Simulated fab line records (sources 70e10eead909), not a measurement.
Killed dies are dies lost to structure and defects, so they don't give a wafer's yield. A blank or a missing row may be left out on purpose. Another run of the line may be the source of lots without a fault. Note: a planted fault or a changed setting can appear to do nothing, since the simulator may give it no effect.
fab line records	flow nand-harc
record: lots: 24	wafers: 72	last-day: 33
route steps=1302 shown P_BONDPAD@352 A_SOURCE_PLATE@416 A_CHANNEL_HOLE_D1@468 A_CHANNEL_FILL_D1@509 A_ONON_D2@559
lots that met no fault: from a run of the same line without faults
start-h: hours from the record's opening day to when the first of the lot's shown wafers began	wait-h: hours from the lot's prior step to this one	" same as the row above	L1.1+2: several wafers, shown together as one row	- no value present, or no start provided	* or withheld: withheld	< > ~ a bound
route shown NAME@n: a module of which the file shows steps, and the number in the route of the first	usual: the fault-free wafers' mean and standard deviation	same: alike in all rows	chamber/n: place in a boat	sites: the reading at each site	_std_site: standard deviation across them	_edge_site: mean of outer sites minus mean of inner sites	radius-mm: for every site, how far away it sits from the centre of the wafer	mask NAME#n: copy n	behind: tool/chamber where the wafer was last shaped	hold: why the lot was held/for how many hours/how that ended	device: which transistor (n, p or np) failed to switch	end of line: the tests these same wafers got at the end of their route	a step without rows: its recipe alone	killed: dies lost to structure and defects at the first sort, not the wafer's yield	map: a wafer's dies, x killed, . not, _ none there
set.NAME: the setting that was run; set.NAME@STEP: the one run at that earlier step	model.NAME: the simulator's own value behind a step, which no gauge read
one table for each step of the route and one row for each wafer, over a sample of lots
services: when a tool's chamber went out of use (start-h, in hours from the record's first day, below 0 if earlier), for how many hours, and the reason
== steps ==
step: NHARC_P_BONDPAD_CMP_32
recipe: target-thk-nm: 200	material: SiCN
usual: edge-zone-pressure-frac: 1.000/0.0048	motor-current-A: 11.7/1.1
lot.wafer	tool	chamber	start-h	wait-h	edge-zone-pressure-frac	motor-current-A
L074.4	cmp-03	3	129.09	-	0.998	12.5
L074.2	"	0	"	"	1.001	12.5
L074.1	"	1	"	"	0.995	11.5
L075.2	cmp-04	1	144.53	-	1.005	11.9
L075.5	"	3	"	"	1.002	14.6
L075.6	"	0	"	"	0.996	12.6
L076.1	cmp-03	1	147.90	-	1.007	10.6
L076.2	"	2	"	"	1.008	11.1
L076.5	"	1	"	"	1.004	10.7
L077.2	cmp-04	1	163.22	-	1.006	11.8
L077.3	"	2	"	"	0.995	10.9
L077.6	"	3	"	"	1.002	14.1
L078.1	cmp-03	3	172.37	-	1.002	13.4
L078.3	"	0	"	"	0.994	12.2
L078.5	"	3	"	"	0.997	13.4
L079.2	cmp-01	3	182.63	-	0.993	10.2
L079.5	"	2	"	"	1.004	11.3
L079.6	"	3	"	"	0.994	10.5
L080.1	cmp-01	3	197.14	-	1.001	10.6
L080.3	"	1	"	"	1.006	11.3
L080.5	"	0	"	"	0.998	11.1
L081.3	cmp-01	2	211.19	-	0.992	12.0
L081.4	"	3	"	"	1.003	10.3
L081.6	"	2	"	"	1.001	10.8
L082.4	cmp-03	0	214.67	-	0.993	13.0
L082.1	"	1	"	"	0.997	11.3
L082.6	"	0	"	"	0.996	12.5
L083.4	cmp-03	1	229.36	0.3	0.995	11.5
L083.2	"	2	"	"	1.001	11.4
L083.6	"	1	"	"	0.989	10.9
L084.2	cmp-03	2	244.64	-	0.999	10.6
L084.3	"	3	"	"	1.008	13.4
L084.5	"	2	"	"	1.004	10.8
L085.2	cmp-01	1	245.12	-	1.007	10.7
L085.3	"	2	"	"	1.006	11.2
L085.1	"	0	"	"	1.001	11.2
L086.3	cmp-03	2	255.18	-	0.992	11.1
L086.6	"	1	"	"	0.999	11.6
L086.5	"	2	"	"	0.994	11.1
L088.4	cmp-01	0	275.92	-	1.002	11.0
L088.6	"	2	"	"	0.997	11.1
L088.5	"	3	"	"	1.004	10.2
L087.1	cmp-03	1	276.94	-	0.998	10.8
L087.2	"	2	"	"	0.999	10.3
L087.6	"	3	"	"	0.996	13.3
L089.3	cmp-04	1	288.14	0.3	0.999	12.2
L089.1	"	2	"	"	1.007	10.9
L089.6	"	1	"	"	0.991	12.1
L090.1	cmp-03	0	294.94	-	0.999	12.1
L090.3	"	2	"	"	0.994	11.0
L090.5	"	0	"	"	0.998	11.7
L091.4	cmp-04	3	306.10	-	1.003	14.5
L091.3	"	0	"	"	1.001	13.4
L091.6	"	2	"	"	0.997	10.7
L092.3	cmp-01	0	317.04	-	1.003	10.6
L092.1	"	1	"	"	0.998	11.0
L092.2	"	2	"	"	0.997	11.8
L093.1	cmp-03	0	318.01	-	0.998	12.4
L093.2	"	1	"	"	1.002	11.0
L093.3	"	2	"	"	0.998	10.9
L094.1	cmp-03	1	328.63	0.5	0.995	10.9
L094.4	"	2	"	"	0.995	11.0
L094.2	"	3	"	"	1.002	12.5
L095.2	cmp-04	3	341.75	-	1.002	13.3
L095.3	"	2	"	"	1.007	11.2
L095.6	"	3	"	"	0.998	13.8
L096.1	cmp-01	0	356.26	-	1.011	11.7
L096.2	"	1	"	"	1.004	11.3
L096.6	"	3	"	"	0.996	10.6
L097.3	cmp-03	0	364.16	-	1.008	12.5
L097.2	"	3	"	"	0.993	12.6
L097.6	"	1	"	"	1.000	10.9
step: NHARC_P_BONDPAD_ANNEAL_28
recipe: temp-c: 225	time-s: 90
usual: wafer_temp_C_max: 226.1/0.35
same: time-s: 90
lot.wafer	tool	chamber	start-h	wait-h	wafer_temp_C_max
L074.1	rtp-anneal-02	0	131.81	0.3	226.0
L074.2	"	0	"	"	225.9
L074.4	"	0	"	"	225.7
L075.2	rtp-anneal-02	0	147.25	0.3	225.6
L075.5	"	0	"	"	226.0
L075.6	"	0	"	"	225.9
L076.1	rtp-anneal-02	0	150.62	0.3	225.5
L076.2	"	0	"	"	225.7
L076.5	"	0	"	"	225.5
L077.2	rtp-anneal-01	0	166.26	0.3	226.2
L077.3	"	0	"	"	225.9
L077.6	"	0	"	"	226.1
L078.1	rtp-anneal-01	0	175.10	0.3	226.6
L078.3	"	0	"	"	226.3
L078.5	"	0	"	"	226.1
L079.2	rtp-anneal-02	0	185.27	-	225.8
L079.5	"	0	"	"	226.2
L079.6	"	0	"	"	226.6
L080.1	rtp-anneal-02	0	199.73	-	225.8
L080.3	"	0	"	"	225.7
L080.5	"	0	"	"	225.9
L081.3	rtp-anneal-01	0	214.02	0.3	225.9
L081.4	"	0	"	"	226.5
L081.6	"	0	"	"	226.3
L082.1	rtp-anneal-02	0	217.22	-	225.5
L082.4	"	0	"	"	226.0
L082.6	"	0	"	"	225.8
L083.2	rtp-anneal-02	0	232.14	0.3	225.8
L083.4	"	0	"	"	225.7
L083.6	"	0	"	"	225.5
L084.2	rtp-anneal-02	0	247.37	0.4	225.7
L084.3	"	0	"	"	225.8
L084.5	"	0	"	"	225.6
L085.1	rtp-anneal-02	0	247.92	0.3	225.5
L085.2	"	0	"	"	225.9
L085.3	"	0	"	"	226.0
L086.3	rtp-anneal-01	0	257.97	0.3	226.4
L086.5	"	0	"	"	226.2
L086.6	"	0	"	"	226.5
L088.4	rtp-anneal-01	0	278.73	-	226.4
L088.5	"	0	"	"	225.7
L088.6	"	0	"	"	226.5
L087.1	rtp-anneal-01	0	279.61	-	226.1
L087.2	"	0	"	"	226.4
L087.6	"	0	"	"	226.4
L089.1	rtp-anneal-01	0	290.91	0.3	226.5
L089.3	"	0	"	"	226.1
L089.6	"	0	"	"	226.2
L090.1	rtp-anneal-01	0	297.72	0.3	226.1
L090.3	"	0	"	"	226.8
L090.5	"	0	"	"	226.8
L091.3	rtp-anneal-02	0	308.89	0.3	226.0
L091.4	"	0	"	"	225.9
L091.6	"	0	"	"	225.8
L092.1	rtp-anneal-01	0	321.55	0.3	226.6
L092.2	"	0	"	"	226.4
L092.3	"	0	"	"	226.3
L093.1	rtp-anneal-02	0	321.84	0.4	226.4
L093.2	"	0	"	"	226.1
L093.3	"	0	"	"	225.7
L094.1	rtp-anneal-01	0	331.21	0.3	226.6
L094.2	"	0	"	"	226.5
L094.4	"	0	"	"	226.0
L095.2	rtp-anneal-02	0	344.52	0.3	226.0
L095.3	"	0	"	"	225.8
L095.6	"	0	"	"	225.6
L096.1	rtp-anneal-01	0	358.81	0.3	226.5
L096.2	"	0	"	"	227.2
L096.6	"	0	"	"	226.1
L097.2	rtp-anneal-02	0	366.78	-	226.0
L097.3	"	0	"	"	225.9
L097.6	"	0	"	"	225.5
step: NHARC_A_SOURCE_PLATE_THK_MEAS_09
recipe: thk-meas-gauge: ellipsometry
usual: thk-nm: 9.7/1
lot.wafer	tool	chamber	start-h	wait-h	thk-nm
L074.1	film-metro-01	-	141.63	0.4	9.0
L074.2	"	-	"	"	9.0
L074.4	"	-	"	"	9.2
L075.2	film-metro-02	-	157.67	0.4	9.9
L075.5	"	-	"	"	9.4
L075.6	"	-	"	"	8.4
L076.1	film-metro-02	-	163.64	0.4	10.5
L076.2	"	-	"	"	9.1
L076.5	"	-	"	"	10.5
L077.2	film-metro-01	-	177.35	0.4	9.4
L077.3	"	-	"	"	9.4
L077.6	"	-	"	"	10.9
L078.1	film-metro-01	-	185.43	0.4	9.1
L078.3	"	-	"	"	9.8
L078.5	"	-	"	"	9.9
L079.2	film-metro-02	-	197.96	0.4	10.1
L079.5	"	-	"	"	9.3
L079.6	"	-	"	"	9.7
L080.1	film-metro-02	-	210.06	0.4	10.4
L080.3	"	-	"	"	7.7
L080.5	"	-	"	"	9.4
L082.1	film-metro-02	-	228.68	0.4	9.8
L082.4	"	-	"	"	11.2
L082.6	"	-	"	"	10.5
L081.3	film-metro-01	-	228.68	0.4	8.4
L081.4	"	-	"	"	10.4
L081.6	"	-	"	"	10.4
L083.2	film-metro-01	-	244.91	0.4	10.5
L083.4	"	-	"	"	10.9
L083.6	"	-	"	"	10.0
L085.1	film-metro-02	-	258.15	0.4	8.4
L085.2	"	-	"	"	10.0
L085.3	"	-	"	"	9.0
L084.2	film-metro-01	-	258.15	0.4	9.8
L084.3	"	-	"	"	9.0
L084.5	"	-	"	"	8.7
L086.3	film-metro-01	-	268.94	0.4	9.6
L086.5	"	-	"	"	10.2
L086.6	"	-	"	"	7.9
L087.1	film-metro-01	-	291.44	0.4	11.6
L087.2	"	-	"	"	10.5
L087.6	"	-	"	"	9.9
L088.4	film-metro-02	-	291.44	0.4	12.3
L088.5	"	-	"	"	11.0
L088.6	"	-	"	"	10.8
L089.1	film-metro-02	-	303.50	0.4	9.3
L089.3	"	-	"	"	8.1
L089.6	"	-	"	"	9.3
L090.1	film-metro-02	-	309.10	0.4	9.8
L090.3	"	-	"	"	10.7
L090.5	"	-	"	"	10.5
L091.3	film-metro-01	-	320.11	0.4	8.5
L091.4	"	-	"	"	9.9
L091.6	"	-	"	"	8.8
L092.1	film-metro-01	-	332.17	0.4	9.3
L092.2	"	-	"	"	8.6
L092.3	"	-	"	"	9.2
L093.1	film-metro-02	-	332.17	0.4	9.6
L093.2	"	-	"	"	9.9
L093.3	"	-	"	"	8.2
L094.1	film-metro-02	-	341.75	0.4	10.6
L094.2	"	-	"	"	9.8
L094.4	"	-	"	"	10.8
L095.2	film-metro-01	-	354.95	0.4	8.3
L095.3	"	-	"	"	9.3
L095.6	"	-	"	"	8.6
L096.1	film-metro-02	-	369.73	0.4	12.5
L096.2	"	-	"	"	9.2
L096.6	"	-	"	"	9.9
L097.2	film-metro-01	-	377.92	0.4	9.8
L097.3	"	-	"	"	13.0
L097.6	"	-	"	"	7.9
step: NHARC_A_CHANNEL_HOLE_D1_ETCH_34
recipe: target-depth-a: 1540	time-s: 77	cf4-flow-sccm: 100	chf3-flow-sccm: 30	ar-flow-sccm: 0	rf-w: 500	bias-w: 200	chemistry: CF4/CHF3
usual: chamber-pressure-mTorr: 25.000/0.024	drypump-motor-current-A: 5.7/0.44	mfc-ar-sccm: 0.008/0.012	oes-product-au: 0.960/0.024	rf-vpp-V: 371.2/2.5	showerhead-plenum-p-Torr: 1.59/0.073	throttle-valve-pct: 16.802/0.0087
same: time-s: 77
lot.wafer	tool	chamber	start-h	wait-h	chamber-pressure-mTorr	drypump-motor-current-A	mfc-ar-sccm	oes-product-au	rf-hours-counter-h	rf-vpp-V	showerhead-plenum-p-Torr	throttle-valve-pct
L074.2	rie-diel-04	1	-	-	25.020	6.5	0.038	0.923	14	374.0	1.66	16.806
L074.1	"	2	"	"	25.001	5.2	0.015	0.914	14	368.5	1.52	16.821
L074.4	"	3	"	"	25.008	5.2	0	0.908	16	373.5	1.66	16.793
L075.2	rie-diel-12	1	-	-	24.979	5.8	0.002	0.981	34	373.3	1.65	16.809
L075.6	"	0	"	"	25.012	5.9	0.006	0.953	-	367.0	1.47	16.799
L075.5	"	1	"	"	24.987	5.8	0.002	0.971	-	372.2	1.65	16.792
L076.1	rie-diel-04	1	-	-	25.030	6.5	0.038	0.982	1	374.0	1.66	16.800
L076.2	"	2	"	"	24.959	5.2	0.015	0.980	1	368.7	1.52	16.798
L076.5	"	0	"	"	24.996	5.7	0	0.974	-	371.3	1.61	16.812
L077.2	rie-diel-04	3	-	-	24.996	5.2	0	0.965	2	373.1	1.66	16.811
L077.3	"	0	"	"	25.029	5.8	0	0.966	1	371.0	1.61	16.796
L077.6	"	1	"	"	24.997	6.4	0.038	0.984	-	373.1	1.65	16.798
L078.3	rie-diel-04	2	-	-	25.008	5.2	0.015	0.981	2	369.5	1.52	16.811
L078.1	"	0	"	"	25.003	5.8	0	0.969	3	372.1	1.61	16.787
L078.5	"	2	"	"	24.994	5.2	0.015	0.977	-	368.5	1.52	16.811
L079.2	rie-diel-04	3	-	-	24.976	5.2	0	0.981	4	374.8	1.66	16.797
L079.6	"	2	"	"	24.975	5.2	0.015	0.986	-	368.2	1.52	16.814
L079.5	"	3	"	"	24.979	5.2	0	0.994	-	374.3	1.66	16.815
L080.1	rie-diel-04	0	-	-	25.048	5.8	0	0.961	5	369.8	1.61	16.787
L080.3	"	2	"	"	24.976	5.2	0.015	0.979	4	369.6	1.52	16.800
L080.5	"	0	"	"	24.976	5.8	0	0.964	-	372.7	1.61	16.800
L082.4	rie-diel-04	3	-	-	25.001	5.2	0	0.939	7	373.1	1.66	16.805
L082.1	"	1	"	"	25.064	6.5	0.038	0.941	6	371.5	1.65	16.807
L082.6	"	0	"	"	24.972	5.8	0	0.935	-	371.5	1.61	16.798
L081.4	rie-diel-01	1	-	-	24.994	6.4	0	0.973	13	368.0	1.50	16.809
L081.3	"	2	"	"	25.022	5.7	0.017	0.986	11	366.6	1.47	16.797
L081.6	"	1	"	"	25.048	6.3	0	0.973	-	369.8	1.50	16.795
L083.2	rie-diel-04	2	-	-	25.009	5.2	0.015	0.994	8	368.5	1.51	16.789
L083.4	"	0	"	"	25.013	5.8	0	0.973	9	372.1	1.61	16.806
L083.6	"	2	"	"	24.959	5.2	0.015	0.978	-	368.8	1.51	16.812
L085.3	rie-diel-12	1	-	-	24.981	5.8	0.002	0.943	6	372.7	1.64	16.805
L085.1	"	2	"	"	24.966	6.2	0	0.991	6	367.6	1.52	16.816
L085.2	"	3	"	"	24.965	5.8	0	0.982	4	367.8	1.47	16.804
L084.3	rie-diel-01	0	-	-	24.983	5.4	0.012	0.925	22	371.1	1.59	16.808
L084.2	"	1	"	"	24.999	6.3	0	0.948	26	368.3	1.50	16.811
L084.5	"	0	"	"	25.021	5.4	0.012	0.918	-	371.4	1.59	16.801
L086.3	rie-diel-01	0	-	-	24.980	5.4	0.012	0.904	29	371.7	1.59	16.808
L086.5	"	0	"	"	24.966	5.4	0.012	0.898	-	372.0	1.59	16.793
L086.6	"	3	"	"	24.977	5.8	0.004	0.916	-	374.6	1.69	16.804
L088.4	rie-diel-12	1	-	-	25.041	5.8	0.002	0.944	21	373.1	1.63	16.800
L088.6	"	2	"	"	24.987	6.2	0	0.990	-	368.9	1.52	16.781
L088.5	"	3	"	"	24.988	5.8	0	0.993	-	366.9	1.47	16.796
L087.1	rie-diel-04	3	-	-	24.977	5.2	0	0.960	10	374.3	1.65	16.803
L087.2	"	0	"	"	24.975	5.8	0	0.929	11	373.7	1.61	16.796
L087.6	"	2	"	"	25.009	5.1	0.015	0.937	-	370.4	1.51	16.782
L089.1	rie-diel-12	1	-	-	25.041	5.8	0.002	0.964	28	373.1	1.63	16.801
L089.3	"	2	"	"	25.028	6.2	0	1.000	27	369.5	1.52	16.794
L089.6	"	1	"	"	25.027	5.8	0.002	0.967	-	372.6	1.63	16.802
L090.3	rie-diel-04	3	-	-	25.044	5.2	0	0.930	11	372.2	1.65	16.803
L090.1	"	0	"	"	24.961	5.8	0	0.922	12	371.5	1.61	16.808
L090.5	"	2	"	"	24.945	5.1	0.015	0.930	-	368.3	1.51	16.812
L091.4	rie-diel-04	0	-	-	25.011	5.7	0	0.970	13	370.0	1.61	16.797
L091.3	"	2	"	"	24.992	5.2	0.015	0.987	13	368.9	1.51	16.799
L091.6	"	0	"	"	25.030	5.8	0	0.958	-	370.5	1.61	16.801
L092.3	rie-diel-01	3	-	-	25.009	5.8	0.004	0.967	41	373.4	1.69	16.797
L092.1	"	0	"	"	24.989	5.4	0.012	0.951	41	372.4	1.59	16.793
L092.2	"	1	"	"	24.986	6.4	0	0.957	46	367.7	1.49	16.798
L093.2	rie-diel-12	0	-	-	24.972	5.9	0.006	0.959	34	373.2	1.69	16.794
L093.3	"	1	"	"	25.007	5.8	0.002	0.928	41	372.6	1.63	16.815
L093.1	"	2	"	"	24.991	6.2	0	0.958	43	369.0	1.51	16.803
L094.4	rie-diel-12	3	-	-	24.983	5.8	0	0.969	40	367.8	1.46	16.799
L094.2	"	0	"	"	24.982	5.9	0.006	0.945	39	374.3	1.69	16.797
L094.1	"	1	"	"	24.985	5.8	0.002	0.961	47	371.5	1.63	16.799
L095.3	rie-diel-04	0	-	-	25.060	5.8	0	0.985	2	371.5	1.61	16.828
L095.2	"	2	"	"	25.007	5.2	0.015	0.964	2	369.1	1.51	16.809
L095.6	"	3	"	"	24.996	5.2	0	0.987	-	371.9	1.65	16.808
L096.1	rie-diel-04	2	-	-	24.966	5.2	0.015	0.945	3	369.8	1.51	16.791
L096.2	"	0	"	"	25.016	5.8	0	0.960	3	370.6	1.61	16.788
L096.6	"	3	"	"	25.016	5.2	0	0.953	-	371.9	1.65	16.795
L097.2	rie-diel-04	3	-	-	24.976	5.2	0	0.978	4	373.7	1.65	16.813
L097.3	"	1	"	"	24.987	6.4	0.038	0.959	4	374.5	1.65	16.806
L097.6	"	3	"	"	25.008	5.2	0	0.985	-	372.5	1.65	16.798
step: NHARC_A_CHANNEL_FILL_D1_STRIP_29
recipe: time-s: 20	o2-flow-sccm: 500	ar-flow-sccm: 0	bias-w: 0	chemistry: O2
usual: chamber-pressure-mTorr: 60.01/0.054	drypump-motor-current-A: 5.7/0.51	mfc-ar-sccm: 0.005/0.0076	oes-product-au: 1.003/0.0091	rf-vpp-V: 57.9/0.95	showerhead-plenum-p-Torr: 3.56/0.12	throttle-valve-pct: 17.037/0.008
same: time-s: 20
lot.wafer	tool	chamber	start-h	wait-h	chamber-pressure-mTorr	drypump-motor-current-A	mfc-ar-sccm	oes-product-au	rf-hours-counter-h	rf-vpp-V	showerhead-plenum-p-Torr	throttle-valve-pct
L074.2	rie-diel-09	1	-	-	60.00	5.8	0	1.016	3	59.2	3.57	17.033
L074.4	"	3	"	"	59.98	6.2	0	0.992	3	57.3	3.53	17.034
L074.1	"	0	"	"	59.94	5.7	0	0.989	3	58.9	3.67	17.049
L075.2	rie-diel-10	0	-	-	60.07	5.0	0	1.011	9	55.8	3.50	17.042
L075.6	"	1	"	"	60.00	5.2	0.014	1.000	-	58.8	3.37	17.047
L075.5	"	2	"	"	59.94	5.2	0	0.993	-	57.7	3.67	17.016
L076.1	rie-diel-09	0	-	-	59.97	5.8	0	1.004	4	57.1	3.67	17.048
L076.2	"	2	"	"	60.00	5.9	0.020	1.003	4	58.3	3.71	17.040
L076.5	"	0	"	"	59.98	5.8	0	0.998	-	58.7	3.67	17.032
L077.2	rie-diel-10	1	259.52	0.1	59.97	5.1	0.014	0.999	0	57.1	3.37	17.033
L077.3	"	3	"	"	59.95	5.1	0.012	1.007	0	55.8	3.31	17.029
L077.6	"	1	"	"	59.97	5.2	0.014	1.002	-	56.8	3.37	17.053
L078.1	rie-diel-11	0	-	-	60.00	5.6	0	1.001	0	57.6	3.52	17.044
L078.3	"	2	"	"	59.98	6.5	0.004	1.002	0	58.9	3.66	17.042
L078.5	"	3	"	"	60.02	6.4	0.013	0.998	-	58.1	3.44	17.016
L079.2	rie-diel-09	1	281.97	0.2	60.02	5.7	0	1.014	6	57.3	3.56	17.028
L079.6	"	1	"	"	60.09	5.7	0	1.014	-	58.1	3.56	17.030
L079.5	"	2	"	"	60.03	5.9	0.020	1.012	-	57.3	3.71	17.033
L080.1	rie-diel-09	0	-	-	60.01	5.7	0	1.009	6	60.3	3.67	17.039
L080.3	"	1	"	"	60.02	5.7	0	1.009	6	58.5	3.56	17.031
L080.5	"	2	"	"	60.01	5.9	0.020	1.013	-	58.5	3.71	17.030
L082.1	rie-diel-11	2	-	-	59.93	6.5	0.004	1.001	2	58.7	3.65	17.029
L082.4	"	3	"	"	59.98	6.4	0.013	1.013	2	59.0	3.44	17.043
L082.6	"	1	"	"	60.03	6.8	0	1.004	-	57.8	3.66	17.033
L081.4	rie-diel-10	2	-	-	59.99	5.2	0	1.013	4	58.9	3.66	17.046
L081.3	"	0	"	"	59.89	5.0	0	1.005	3	56.9	3.49	17.027
L081.6	"	2	"	"	60.07	5.2	0	1.006	-	57.6	3.66	17.025
L083.4	rie-diel-11	3	-	-	59.90	6.4	0.013	1.007	3	57.7	3.44	17.037
L083.2	"	1	"	"	60.09	6.8	0	1.004	3	57.7	3.66	17.033
L083.6	"	0	"	"	59.97	5.6	0	0.993	-	57.7	3.52	17.034
L085.2	rie-diel-11	3	340.04	0.1	60.08	6.4	0.013	1.000	3	56.7	3.44	17.044
L085.1	"	0	"	"	59.91	5.5	0	1.006	3	57.1	3.52	17.033
L085.3	"	1	"	"	60.03	6.8	0	1.003	3	58.9	3.66	17.040
L084.2	rie-diel-09	1	-	-	59.95	5.7	0	1.022	1	57.5	3.56	17.029
L084.3	"	3	"	"	59.97	6.2	0	0.980	1	58.0	3.52	17.029
L084.5	"	1	"	"	60.07	5.7	0	1.016	-	58.1	3.56	17.031
L086.3	rie-diel-09	3	-	-	59.95	6.2	0	0.973	1	58.2	3.52	17.031
L086.5	"	3	"	"	60.04	6.2	0	0.986	-	58.2	3.52	17.038
L086.6	"	0	"	"	59.97	5.8	0	0.989	-	58.0	3.67	17.042
L087.2	rie-diel-10	0	-	-	60.02	5.0	0	1.004	8	58.4	3.49	17.037
L087.1	"	3	"	"	59.97	5.1	0.012	1.002	8	56.2	3.31	17.046
L087.6	"	0	"	"	59.98	5.0	0	1.005	-	56.8	3.49	17.046
L088.4	rie-diel-09	2	-	-	60.01	5.9	0.020	0.991	2	57.7	3.71	17.033
L088.6	"	1	"	"	59.93	5.8	0	1.005	-	57.8	3.56	17.036
L088.5	"	2	"	"	60.06	5.9	0.020	0.999	-	58.4	3.71	17.028
L090.3	rie-diel-11	0	-	-	60.01	5.6	0	1.008	4	57.5	3.52	17.042
L090.1	"	2	"	"	59.97	6.5	0.004	0.995	4	58.9	3.65	17.047
L090.5	"	0	"	"	60.01	5.6	0	0.998	-	58.3	3.52	17.041
L089.1	rie-diel-09	0	384.80	0.1	60.02	5.7	0	0.992	2	57.6	3.67	17.049
L089.3	"	1	"	"	59.91	5.7	0	1.015	2	58.5	3.56	17.033
L089.6	"	0	"	"	60.00	5.7	0	1.001	-	58.6	3.67	17.026
L091.4	rie-diel-10	0	-	-	60.00	5.0	0	0.995	10	57.7	3.49	17.048
L091.3	"	3	"	"	59.87	5.1	0.012	0.999	10	56.7	3.31	17.040
L091.6	"	1	"	"	60.01	5.1	0.014	1.005	-	56.6	3.36	17.030
L093.3	rie-diel-10	2	411.42	0.1	59.93	5.2	0	1.001	12	58.2	3.66	17.039
L093.2	"	0	"	"	60.07	5.0	0	1.003	11	56.4	3.49	17.041
L093.1	"	1	"	"	60.04	5.2	0.014	0.997	13	57.4	3.36	17.032
L092.2	rie-diel-09	1	-	-	60.03	5.8	0	1.013	3	58.6	3.56	17.044
L092.1	"	3	"	"	59.93	6.2	0	0.999	4	58.7	3.52	17.037
L092.3	"	0	"	"	60.03	5.8	0	1.008	4	57.9	3.67	17.041
L094.2	rie-diel-11	0	426.47	0.1	60.05	5.6	0	1.000	7	57.1	3.51	17.042
L094.1	"	3	"	"	59.96	6.4	0.013	1.013	7	57.4	3.44	17.034
L094.4	"	0	"	"	60.01	5.5	0	1.015	-	59.1	3.51	17.037
L095.3	rie-diel-09	2	-	-	60.01	5.9	0.020	1.006	4	56.6	3.70	17.027
L095.2	"	3	"	"	60.04	6.2	0	0.986	5	57.9	3.52	17.035
L095.6	"	3	"	"	59.97	6.2	0	1.002	-	58.8	3.52	17.046
L096.1	rie-diel-10	2	-	-	60.00	5.2	0	0.990	1	59.1	3.66	17.037
L096.2	"	0	"	"	60.14	5.0	0	1.017	1	59.0	3.49	17.046
L096.6	"	1	"	"	60.03	5.2	0.014	1.015	-	57.2	3.36	17.042
L097.2	rie-diel-09	1	-	-	59.95	5.7	0	1.017	5	56.2	3.56	17.039
L097.3	"	2	"	"	59.98	5.9	0.020	1.004	5	57.8	3.70	17.024
L097.6	"	0	"	"	60.02	5.7	0	1.010	-	59.2	3.67	17.043
step: NHARC_A_ONON_D2_THK_MEAS_21
recipe: thk-meas-gauge: ellipsometry
usual: thk-nm: 999/11
lot.wafer	tool	chamber	start-h	wait-h	thk-nm
L074.1	film-metro-01	-	272.43	-	1002
L074.2	"	-	"	"	1000
L074.4	"	-	"	"	1003
L075.2	film-metro-01	-	290.18	-	1011
L075.5	"	-	"	"	1011
L075.6	"	-	"	"	1014
L076.1	film-metro-01	-	303.59	-	985
L076.2	"	-	"	"	986
L076.5	"	-	"	"	986
L077.2	film-metro-02	-	309.53	-	1017
L077.3	"	-	"	"	1017
L077.6	"	-	"	"	1018
L078.1	film-metro-01	-	322.66	-	1000
L078.3	"	-	"	"	998
L078.5	"	-	"	"	998
L079.2	film-metro-01	-	337.01	-	1007
L079.5	"	-	"	"	1008
L079.6	"	-	"	"	1005
L080.1	film-metro-02	-	349.30	-	996
L080.3	"	-	"	"	996
L080.5	"	-	"	"	996
L081.3	film-metro-01	-	358.75	-	999
L081.4	"	-	"	"	998
L081.6	"	-	"	"	999
L082.1	film-metro-02	-	358.76	-	1004
L082.4	"	-	"	"	1004
L082.6	"	-	"	"	1003
L083.2	film-metro-01	-	385.21	-	987
L083.4	"	-	"	"	987
L083.6	"	-	"	"	986
L084.2	film-metro-01	-	392.95	-	1000
L084.3	"	-	"	"	1000
L084.5	"	-	"	"	999
L085.1	film-metro-01	-	392.95	-	1014
L085.2	"	-	"	"	1015
L085.3	"	-	"	"	1012
L086.3	film-metro-01	-	408.87	-	1002
L086.5	"	-	"	"	1001
L086.6	"	-	"	"	1002
L087.1	film-metro-02	-	427.42	-	993
L087.2	"	-	"	"	993
L087.6	"	-	"	"	991
L088.4	film-metro-01	-	427.42	-	976
L088.5	"	-	"	"	976
L088.6	"	-	"	"	976
L090.1	film-metro-01	-	439.33	-	1000
L090.3	"	-	"	"	998
L090.5	"	-	"	"	1000
L089.1	film-metro-02	-	439.33	-	1020
L089.3	"	-	"	"	1023
L089.6	"	-	"	"	1021
L091.3	film-metro-01	-	454.87	-	1003
L091.4	"	-	"	"	1004
L091.6	"	-	"	"	1003
L093.1	film-metro-02	-	466.91	-	992
L093.2	"	-	"	"	991
L093.3	"	-	"	"	990
L092.1	film-metro-01	-	466.92	-	1000
L092.2	"	-	"	"	1001
L092.3	"	-	"	"	1001
L094.1	film-metro-02	-	478.01	-	994
L094.2	"	-	"	"	994
L094.4	"	-	"	"	996
L095.2	film-metro-02	-	485.35	-	989
L095.3	"	-	"	"	990
L095.6	"	-	"	"	989
L096.1	film-metro-02	-	509.03	-	996
L096.2	"	-	"	"	997
L096.6	"	-	"	"	997
L097.2	film-metro-01	-	509.03	-	987
L097.3	"	-	"	"	985
L097.6	"	-	"	"	984
== services ==
tool	chamber	start-h	hours	kind
rie-diel-09	2	113.36	3.7	repair
rie-diel-04	2	136.46	6.6	repair
rie-diel-09	-	143.15	9.0	pm
cmp-03	-	162.29	4.0	pm
rie-diel-04	-	177.90	9.0	pm
cmp-03	-	179.15	0.5	repair
cmp-03	-	199.28	0.4	repair
cmp-03	-	260.29	4.0	pm
rie-diel-04	3	262.61	12.8	repair
rie-diel-09	3	275.11	9.4	repair
rie-diel-04	-	290.35	15.8	repair
cmp-03	-	304.92	0.5	repair
rie-diel-09	-	320.15	9.0	pm
rie-diel-04	1	325.86	15.0	repair
rie-diel-04	-	350.92	0.2	repair
cmp-03	-	353.47	1.7	repair
rie-diel-04	-	354.90	9.0	pm
cmp-03	-	358.29	4.0	pm
rtp-anneal-01	-	372.00	12.0	pm
rie-diel-09	2	377.73	7.3	repair
cmp-03	-	428.59	0.6	repair
rie-diel-09	2	430.54	1.7	repair
rie-diel-09	1	442.83	5.2	repair
cmp-03	-	446.64	5.8	repair
== key ==
fault none
